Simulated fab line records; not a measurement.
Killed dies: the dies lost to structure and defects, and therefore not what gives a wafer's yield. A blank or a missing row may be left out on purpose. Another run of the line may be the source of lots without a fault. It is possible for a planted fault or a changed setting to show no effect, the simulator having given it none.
8D (eight disciplines) problem report, filled in by code + flow nand harc + the parts of the form that need people (team, actions taken, sign-off) are left out

== 1. THE PROBLEM ==
At NHARC_A_CHANNEL_HOLE_D1_CD_MEAS_10, cd nm averages 109.7 nm over 6 wafers from 2 lots, while fault-free wafers read 100.0 nm, standard deviation 0.49. Measured from the usual mean, that is +20 standard deviations.
The step: target cd 100 nm.
First observed at day 16 07:20: wafer L152.1, on cd sem-03. Wafers with a number at this step in the record: 24, from 8 lots. The rule behind "out" and "out of limits": a value lying over 4 standard deviations away from the usual mean. Any other wafer with a number is counted as sound.

== 2. WHAT IT IS, WHAT IT ISN'T ==
| question                    | is                     | is not                                                              |
|-----------------------------|------------------------|---------------------------------------------------------------------|
| which readings at this step | cd nm                  | -                                                                   |
| which lots                  | L152, L154             | L133, L136, L139, L149, L150, L156                                  |
| which wafers of those lots  | all that have a number | -                                                                   |
| read on which gauges        | cd sem-03              | cd sem-01, cd sem-02                                                |
| when                        | from day 16 07:20      | up to then (15 sound wafers); but 3 sound wafers of L156 came after |

== 3. WHAT RULES OUT EACH SUSPECT ==
Counting: a tool stays on the suspect list if, at a process step up to the reading, it processed all lots that are out and no sound lot following the first of them.
- ruled out: the gauge at NHARC_A_CHANNEL_HOLE_D1_CD_MEAS_10. All the wafers that are out were read on cd sem-03, but those of them that NHARC_A_CHANNEL_HOLE_D1_PEB_08 has rows for are out there too, on other tools.
- litho track-06 at NHARC_A_CHANNEL_HOLE_D1_PEB_08 (peb time 65 s): kept. Every lot that is out went through it, starting with L152 (day 16 07:15), and after that it ran no sound lot; the last sound lot it ran before then is L149 (day 15 05:07). On those wafers its own readings are out: heater power total W, plate temp C.
The count leaves litho track-06 at NHARC_A_CHANNEL_HOLE_D1_PEB_08.

== 4. THE CAUSE (what the simulator had put in) ==
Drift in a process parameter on litho track-06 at NHARC_A_CHANNEL_HOLE_D1_PEB_08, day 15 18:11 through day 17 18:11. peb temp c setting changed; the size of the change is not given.
Counting left only this tool.

== 5. SEQUENCE OF EFFECTS, ordered by route ==
Each row: a reading whose mean over the struck wafers that have a number lies more than 3 standard deviations from the usual. Scope: only readings with a usual standard deviation given in the record; hours: median across lots of the time from each lot's start at the first step in this table that gives one to its start at this step; sigmas: change in usual standard deviations.
| hours | step                               | reading                           | usual    | on struck wafers | change | sigmas |
|-------|------------------------------------|-----------------------------------|----------|------------------|--------|--------|
| 0     | NHARC_A_CHANNEL_HOLE_D1_PEB_08     | heater power total W              | 156.6 W  | 165.4            | +8.8   | +21    |
| 0     | NHARC_A_CHANNEL_HOLE_D1_PEB_08     | plate temp C                      | 100.02 C | 104.00           | +3.98  | +33    |
| 0     | NHARC_A_CHANNEL_HOLE_D1_CD_MEAS_10 | cd nm                             | 100.0 nm | 109.7            | +9.7   | +20    |
| 9     | NHARC_A_CHANNEL_HOLE_D1_CD_MEAS_30 | cd nm                             | 89.9 nm  | 100.1            | +10.2  | +8.5   |
| 9     | NHARC_A_CHANNEL_HOLE_D1_XSEM_31    | bot cd nm                         | 74.5 nm  | 84.0             | +9.5   | +7.3   |
| 374   | NHARC_END_WLT_00                   | VT_DECK1_BOTTOM                   | 0.869    | 0.896            | +0.027 | +3.5   |
| 374   | NHARC_END_WLT_00                   | VT_DECK1_BOTTOM_INNER             | 0.870    | 0.895            | +0.025 | +3.3   |
| 374   | NHARC_END_WLT_00                   | VT_DECK1_MEDIAN_NEAR_BOTTOM       | 0.871    | 0.895            | +0.024 | +3.1   |
| 374   | NHARC_END_WLT_00                   | VT_DECK1_MEDIAN_NEAR_BOTTOM_INNER | 0.871    | 0.894            | +0.023 | +3.1   |
| 374   | NHARC_END_WLT_00                   | VT_DECK1_MIDDLE                   | 0.882    | 0.905            | +0.023 | +3.4   |
| 374   | NHARC_END_WLT_00                   | VT_DECK1_TOP                      | 0.893    | 0.913            | +0.020 | +3.1   |
| 374   | NHARC_END_WLT_00                   | VT_DECK1_TOP_INNER                | 0.894    | 0.914            | +0.020 | +3.1   |
Its process steps:
- NHARC_A_CHANNEL_HOLE_D1_PEB_08: peb time 65 s.
- NHARC_A_CHANNEL_HOLE_D1_XSEM_31
Later measuring or inspecting steps at which every struck wafer that the step has a row for has a number for every such reading, and none has moved that far: NHARC_END_SORT_01.

== 6. HOW IT WOULD HAVE BEEN CAUGHT EARLIER ==
The first out-of-limits reading at a measuring or inspecting step in this record came at day 16 07:20, 13 hours after the fault's start at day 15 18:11.
At NHARC_A_CHANNEL_HOLE_D1_PEB_08, the tool's own readings (heater power total W, plate temp C) were out on each struck wafer the step has a row for, so an alarm limit on them would have fired on the first such wafer.
Of the lots that are out (2), L154 began NHARC_A_CHANNEL_HOLE_D1_PEB_08 on litho track-06 after day 16 07:20. Holding the tool at that time would have saved it.
